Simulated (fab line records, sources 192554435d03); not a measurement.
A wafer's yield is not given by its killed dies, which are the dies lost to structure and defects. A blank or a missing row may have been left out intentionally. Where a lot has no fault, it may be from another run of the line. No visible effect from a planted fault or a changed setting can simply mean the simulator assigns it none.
The tool behind it: which one? | flow n5Finfet | 10 lots, 30 wafers sampled, at 3 steps of a route of 1938

== WHAT THE GAUGES READ, wafer by wafer ==
N5_BEOL_M5_RS_MEAS_57: measures by four-point-probe. Usual: M5_RS 0.387 ohm/sq, standard deviation 0.01.
lot  | measured     | on           | M5_RS (ohm/sq)    | flag
L210 | day 9 18:42  | filmMetro-01 | 0.374 0.386 0.383 | 
L211 | day 9 20:22  | filmMetro-01 | 0.381 0.385 0.379 | 
L219 | day 11 14:32 | filmMetro-01 | 0.386 0.390 0.385 | 
L220 | day 12 08:43 | filmMetro-02 | 0.400 0.402 0.390 | 
L221 | day 12 17:11 | filmMetro-02 | 0.378 0.380 0.385 | 
L224 | day 13 01:17 | filmMetro-01 | 0.381 0.392 0.367 | 
L226 | day 14 02:28 | filmMetro-02 | 0.388 0.378 0.401 | 
L228 | day 14 11:19 | filmMetro-02 | 0.368 0.378 0.381 | 
L230 | day 14 11:26 | filmMetro-02 | 0.391 0.395 0.407 | 
L229 | day 14 21:42 | filmMetro-02 | 0.384 0.400 0.387 | 

N5_BEOL_M6_THK_MEAS_01. Usual: M6_ILD_THK 155.3 nm, standard deviation 1.9.
lot  | measured     | on           | M6_ILD_THK (nm)   | flag
L210 | day 9 19:20  | filmMetro-02 | 156.2 157.3 157.4 | 
L211 | day 9 21:02  | filmMetro-01 | 157.2 154.9 156.1 | 
L219 | day 11 15:40 | filmMetro-01 | 154.6 155.9 157.2 | 
L220 | day 12 09:50 | filmMetro-01 | 151.8 157.6 155.3 | 
L221 | day 12 17:50 | filmMetro-01 | 154.5 154.6 157.7 | 
L224 | day 13 01:56 | filmMetro-01 | 152.5 153.7 155.9 | 
L226 | day 14 03:06 | filmMetro-01 | 151.9 153.4 156.1 | 
L228 | day 14 11:58 | filmMetro-01 | 151.4 156.3 156.3 | 
L230 | day 14 12:05 | filmMetro-01 | 155.0 154.5 155.5 | 
L229 | day 14 22:49 | filmMetro-01 | 154.6 153.1 156.6 | 

== WHAT TOOL EACH LOT RAN ON (gives the tool, then ch and the chambers of the sampled wafers, and finally the start) ==
lot  | N5_BEOL_M6_CURE_74
L210 | uvCure-02 ch 1, day 9 18:55
L211 | uvCure-02 ch 2, day 9 20:41
L219 | uvCure-03 ch 1, day 11 14:59
L220 | uvCure-03 ch 0, day 12 09:09
L221 | uvCure-01 ch 1, day 12 17:23
L224 | uvCure-02 ch 2, day 13 01:30
L226 | uvCure-03 ch 2, day 14 02:35
L228 | uvCure-03 ch 2, day 14 11:32
L230 | uvCure-01 ch 2, day 14 11:48
L229 | uvCure-01 ch 0, day 14 21:59
- N5_BEOL_M6_CURE_74: cures SiCOH lowk, time 240 s.

== WHAT THE TOOLS THEMSELVES READ (means of the sampled wafers that have a number; where no wafer has one, the mark that the record gives instead) ==
N5_BEOL_M6_CURE_74. Usual: lampPowerPct 52.32 %, standard deviation 0.053; wafer_temp_C_max 387.3, standard deviation 0.86.
lot  | tool      | lampPowerPct (%) | wafer_temp_C_max | flag
L210 | uvCure-02 | 52.29            | 386.9            | 
L211 | uvCure-02 | 52.34            | 386.2            | 
L219 | uvCure-03 | 52.35            | 386.2            | 
L220 | uvCure-03 | 52.32            | 386.4            | 
L221 | uvCure-01 | 52.32            | 386.8            | 
L224 | uvCure-02 | 52.36            | 386.5            | 
L226 | uvCure-03 | 52.34            | 387.2            | 
L228 | uvCure-03 | 52.30            | 386.8            | 
L230 | uvCure-01 | 52.29            | 388.4            | 
L229 | uvCure-01 | 52.30            | 387.0            | 

== THE ANSWER, worked out from the rows above alone ==
Rule: a lot is off if the mean of its wafers that have a number lies more than 3 standard deviations from the usual mean. Also off: a lot with no number at a reading for which 4 or more lots have one. Any other lot the step has rows for is counted as sound. After the gauges, taken in route order, come the tools' own readings; for these a lot's mean is taken, as printed above. At the first step where some lot is off, the reading lying furthest off is the one used; lots without a number count as furthest.
None of the lots is off at any reading shown; this tells nothing.

== WHAT HAD BEEN PUT IN BY THE SIMULATOR ==
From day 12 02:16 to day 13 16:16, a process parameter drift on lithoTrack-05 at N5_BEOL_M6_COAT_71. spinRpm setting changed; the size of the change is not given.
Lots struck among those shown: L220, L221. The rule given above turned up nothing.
